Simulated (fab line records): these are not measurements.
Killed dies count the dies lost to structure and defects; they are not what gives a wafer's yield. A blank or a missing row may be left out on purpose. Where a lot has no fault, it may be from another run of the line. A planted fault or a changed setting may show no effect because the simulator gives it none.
A lot that was struck, set against a sound lot	flow n5 finfet	39 out of 1938 route steps
Sound: the wafers L421.2, L421.3, L421.4. Struck: wafer L437.2 (left out: L437.1, L437.6 of the same lot, which were not struck); the cause appears at the end.
Order at every step that has rows: each side's tool, ch and its chambers, its first start. Under that, the readings that differ: sound wafers	struck wafers	difference of the means	sigmas: that difference in standard deviations of wafers without a fault.
alike: readings with means less than 2 such deviations apart, plus words and numbers identical on both sides. not compared: withheld readings, readings lacking a value on some wafer, bounds such as >300 that could conceal the same value, and numbers that have no deviation in the record and whose values overlap.
A row with sigmas, a row that says differs or no value, or rows on one side alone: a step with any of these is where the two part. Non-overlapping numbers with no deviation appear without sigmas and do not part them. Lack of a reading on every wafer of one side parts them only where that side has two or more wafers.

first, 9 steps without rows for these wafers: N5_BEOL_M4_ANNEAL_95 (time 240 s); N5_BEOL_M4_SPUTTER_96 (material Cu, target thk 4.5 nm, time 8.29 s); N5_BEOL_M4_ECD_50 (material Cu, target thk 300 nm); N5_BEOL_M4_ANNEAL_51 (time 90 s); N5_BEOL_M4_CMP_52 (polishes, stops on SiOC, t overpolish 6.8 s, target thk 40 nm); N5_BEOL_M4_PRE_CLEAN_60 (time 15 s); N5_BEOL_M4_CO_CAP_55 (material Co, precursor CCTBA/H2, target thk 2 nm, time 102.1 s); N5_BEOL_M4_PRE_CLEAN_56 (time 15 s); N5_BEOL_M4_DEP_57 (deposits SiCN from 3MS/NH3, target thk 8 nm, time 14 s).
N5_BEOL_M4_RC_MEAS_101:
  sound on prober-02 ch 0, day 10 23:16; struck on prober-02 ch 0, day 14 11:35
reading	sound	struck	difference	sigmas
VT_P (mV)	-247 -245 -245	-254	-8	-2
  alike: DIBL_N, DIBL_P, IOFF_N, IOFF_P, ION_N, ION_P, SS_N, SS_P, VT_N
then, 3 steps without rows for these wafers: N5_BEOL_M5_ILD_DEP_00 (deposits SiCOH lowk from DEMS/porogen, target thk 140.64 nm, time 25.9 s); N5_BEOL_M5_CURE_79 (cures SiCOH lowk, time 240 s); N5_BEOL_M5_PECVD_70 (deposits SiO2 from TEOS/O2, target thk 16 nm, time 18 s).
N5_BEOL_M5_HM_DEP_02: deposits TiN, target thk 20 nm.
  struck on pvd sputter-01, day 14 13:34; sound on pvd sputter-01, day 11 01:55
reading	sound	struck	difference	sigmas
model.TiN_of_BEOL_M5_HM_DEP_02.thk nm (nm)	20.2 19.8 19.8	33	+13	
  alike: throttle valve pct
then, 16 steps without rows for these wafers: N5_BEOL_M5_COAT_59 (time 60 s, resist thk 60 nm); N5_BEOL_M5_COAT_60 (time 60 s, resist thk 12 nm); N5_BEOL_M5_COAT_71 (time 60 s, resist thk 5 nm); N5_BEOL_M5_COAT_05 (resist thk 30 nm); N5_BEOL_M5_EBR_07; N5_BEOL_M5_SOFTBAKE_06 (time 60 s); N5_BEOL_M5_EXPOSE_08 (exposes mask M5, target cd 28 nm); N5_BEOL_M5_PEB_09 (peb time 60 s); N5_BEOL_M5_DEVELOP_10 (develop time 30 s); N5_BEOL_M5_DESCUM_16 (chemistry O2, time 7 s); N5_BEOL_M5_ETCH_72 (etches underlayer in N2/H2, target depth 6.5 nm, time 5.2 s); N5_BEOL_M5_ETCH_61 (etches SiARC in CF4, target depth 15.6 nm, time 26 s); N5_BEOL_M5_ETCH_62 (etches SOC in N2/H2, target depth 75 nm, overetch 15 nm, time 112.5 s); N5_BEOL_M5_STRIP_63 (strips in N2/H2); N5_BEOL_M5_STRIP_73 (strips in N2/H2); N5_BEOL_M5_STRIP_64 (strips in CF4).
N5_BEOL_M5_HM_OPEN_17: chemistry Cl2/BCl3, target TiN, target depth 20 nm, overetch 6 nm.
  sound on rie metal-01 ch 0,1, day 11 02:48; struck on rie metal-01 ch 1, day 14 14:26
reading	sound	struck	difference	sigmas
model.etch.depth nm (nm)	20.28 19.9 19.77	24.34	+4.36	
  alike: drypump motor current A, oes product au, throttle valve pct
  not compared: rf hours counter h
then, 3 steps without rows for these wafers: N5_BEOL_M5_STRIP_19 (strips in O2); N5_BEOL_M5_COAT_65 (time 60 s, resist thk 60 nm); N5_BEOL_M5_COAT_66 (time 60 s, resist thk 12 nm).
N5_BEOL_M5_VIA_ETCH_34: etches SiCOH lowk in C4F6/O2, target depth 88.3 nm, time 39.2 s.
  sound on rie diel-01 ch 0,2,3, day 11 04:52; struck on rie diel-05 ch 1, day 14 16:52
reading	sound	struck	difference	sigmas
oes product au (a.u.)	0.80 0.70 0.91	0.27	-0.53	-7
  alike: C4F6_flow_sccm, drypump motor current A, rf vpp V, showerhead plenum p Torr, throttle valve pct
  not compared: rf hours counter h
N5_BEOL_M5_TRENCH_ETCH_37: etches SiCOH lowk in C4F6/O2, target depth 71.652 nm, time 24.7 s.
  sound: rie diel-01 ch 0,2,3; struck: rie diel-05 ch 1
reading	sound	struck	difference	sigmas
drypump motor current A (A)	5.64 5.68 5.85	5.17	-0.55	-2
model.TiN_of_BEOL_M5_HM_DEP_02.thk nm (nm)	18.2 17.8 17.6	30.8	+12.9	
  alike: C4F6_flow_sccm, oes product au, rf vpp V, showerhead plenum p Torr, throttle valve pct
  not compared: rf hours counter h
N5_BEOL_M5_OCD_MEAS_38:
  struck on ocd-02, day 14 17:06; sound on ocd-02, day 11 05:07
  not compared: trench depth nm
N5_BEOL_M5_CD_MEAS_35: target cd 28 nm, target cd y 24 nm.
  struck on cd sem-01, day 14 17:16; sound on cd sem-02, day 11 05:16
  not compared: cd nm
-- record jumps: 4 days separate the struck wafers' starts on either side; left off in module BEOL_M5, taken up again in module PASSIVATION, whose first shown step is the route's number 1936 --
N5_PASSIVATION_PROBE_49:
  struck on prober-01, day 18 23:37; sound on prober-02, day 15 13:47
reading	sound	struck	difference	sigmas
defect limited yield (%)	90.7 89.2 90.0	0	-90	-64
killed_at_M4_up	20 11 11	1121	+1107	+99 or more
killed at contacts	11 16 29	7	-12	-2
killed dies	110 127 118	1180	+1062	+62
killed on rim	12 16 20	152	+136	+34
killed open	65 92 77	50	-28	-2
sort_bin_5_function (%)	5.0 6.4 6.6	97.1	+91.1	+91
sort_bin_6_memory (%)	4.0 4.2 3.2	2.4	-1.4	-2
sort n pass	1070 1053 1062	0	-1062	-20
sort yield pct (%)	91 89 90	0	-90	-20
  alike: killed_at_M0_to_M3, killed at front end, killed at other, killed short

== WHERE THEY PART ==
Last at N5_PASSIVATION_PROBE_49 as far as this record goes, first at N5_BEOL_M4_RC_MEAS_101.

WHY: what the simulator had put in
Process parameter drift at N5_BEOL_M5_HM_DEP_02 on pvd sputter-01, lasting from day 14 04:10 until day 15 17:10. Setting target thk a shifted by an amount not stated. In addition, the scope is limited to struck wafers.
